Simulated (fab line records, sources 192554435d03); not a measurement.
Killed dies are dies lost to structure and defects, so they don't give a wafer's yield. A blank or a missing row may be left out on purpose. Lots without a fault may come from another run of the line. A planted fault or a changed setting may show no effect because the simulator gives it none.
Which tool did it? | flow n5_finfet | 9 lots, 27 wafers sampled, at 5 steps of a route of 1938

WHAT THE GAUGES READ, wafer by wafer
N5_BEOL_M4_RC_MEAS_101.
lot  | measured     | on        | DIBL_N (mV/V)
L377 | day 8 17:43  | prober-02 | 34.2 34.8 36.8
L378 | day 9 12:06  | prober-02 | 34.8 37.0 36.3
L382 | day 10 00:43 | prober-01 | 35.7 37.6 37.2
L383 | day 11 03:57 | prober-01 | 35.2 35.8 37.1
L386 | day 11 11:47 | prober-02 | 37.8 37.7 35.8
L388 | day 12 08:26 | prober-01 | 36.2 36.7 35.9
L394 | day 13 02:19 | prober-01 | 38.3 35.2 37.8
L395 | day 13 05:46 | prober-02 | 39.8 34.7 37.9
L399 | day 14 23:20 | prober-02 | 37.0 32.8 32.9

WHICH TOOL RAN EACH LOT (tool, then ch and the chambers of the sampled wafers, then the start)
lot  | N5_BEOL_M1_ETCH_69                 | N5_BEOL_M1_ALD_98                 | N5_BEOL_M1_VIA_ETCH_34             | N5_BEOL_M1_STRIP_97
L377 | rie_diel-04 ch 1,2, day 6 17:55    | ald_sin-03 ch 2,3, day 6 18:13    | rie_diel-02 ch 2,3, day 6 19:53    | rie_diel-02 ch 2,3, day 8 17:43 or earlier
L378 | rie_diel-04 ch 0,1,2, day 6 22:29  | ald_sin-02 ch 1,2, day 6 22:33    | rie_diel-04 ch 0,1,2, day 6 23:46  | rie_diel-04 ch 0,1,2, day 9 12:06 or earlier
L382 | rie_diel-05 ch 0,3, day 8 03:20    | ald_sin-04 ch 1,2, day 8 03:36    | rie_diel-04 ch 0,1, day 8 06:48    | rie_diel-04 ch 0,1, day 10 00:43 or earlier
L383 | rie_diel-04 ch 0,2,3, day 8 03:58  | ald_sin-03 ch 0,1, day 8 05:10    | rie_diel-04 ch 0,1,2, day 8 07:32  | rie_diel-04 ch 0,1,2, day 11 03:57 or earlier
L386 | rie_diel-04 ch 1,2, day 8 22:06    | ald_sin-02 ch 1,2, day 8 22:37    | rie_diel-02 ch 0,3, day 9 06:58    | rie_diel-02 ch 0,3, day 11 11:47 or earlier
L388 | rie_diel-02 ch 0,2,3, day 9 13:48  | ald_sin-02 ch 0,1,3, day 9 13:54  | rie_diel-05 ch 2,3, day 9 15:24    | rie_diel-05 ch 2,3, day 12 08:26 or earlier
L394 | rie_diel-05 ch 0,1,2, day 10 19:52 | ald_sin-03 ch 2,3, day 10 19:58   | rie_diel-02 ch 0,1,2, day 10 23:37 | rie_diel-02 ch 0,1,2, day 13 02:19 or earlier
L395 | rie_diel-04 ch 1,2,3, day 11 00:26 | ald_sin-03 ch 1,2,3, day 11 00:31 | rie_diel-04 ch 0,1,2, day 11 02:47 | rie_diel-04 ch 0,1,2, day 13 05:46 or earlier
L399 | rie_diel-05 ch 0,2, day 11 22:38   | ald_sin-03 ch 0,2, day 11 22:43   | rie_diel-05 ch 0,3, day 11 23:01   | rie_diel-05 ch 0,3, day 14 23:20 or earlier
- N5_BEOL_M1_ETCH_69: etches SiARC in CF4, target depth 15.6 nm, time 26 s.
- N5_BEOL_M1_ALD_98: deposits SiO2, target thk 2.5 nm, pulse time 1 s, co reactant pulse time 1 s.
- N5_BEOL_M1_VIA_ETCH_34: etches the open film in C4F6/O2, target depth 67.8 nm, time 64.4 s.
- N5_BEOL_M1_STRIP_97: strips in N2/H2, time 10 s.

THE ANSWER, worked out from the rows above alone
Rule: what is usual is taken from the lots themselves. Put in order of their means at a reading, lots are off if they are a third of the lots or fewer, leave a main group of 4 or more, and stand apart from it by a gap of 3 or more times the standard deviation of the main group's means; of several such gaps the widest counts. A main group whose means are all the same, to the digits that the tables above print for the reading, isn't used. A lot without any number at a reading at which 4 lots or more have one is off too. The other lots that the step has rows for count as sound.
No lot is off at any reading shown: from this, nothing can be told.

WHAT THE SIMULATOR HAD PUT IN
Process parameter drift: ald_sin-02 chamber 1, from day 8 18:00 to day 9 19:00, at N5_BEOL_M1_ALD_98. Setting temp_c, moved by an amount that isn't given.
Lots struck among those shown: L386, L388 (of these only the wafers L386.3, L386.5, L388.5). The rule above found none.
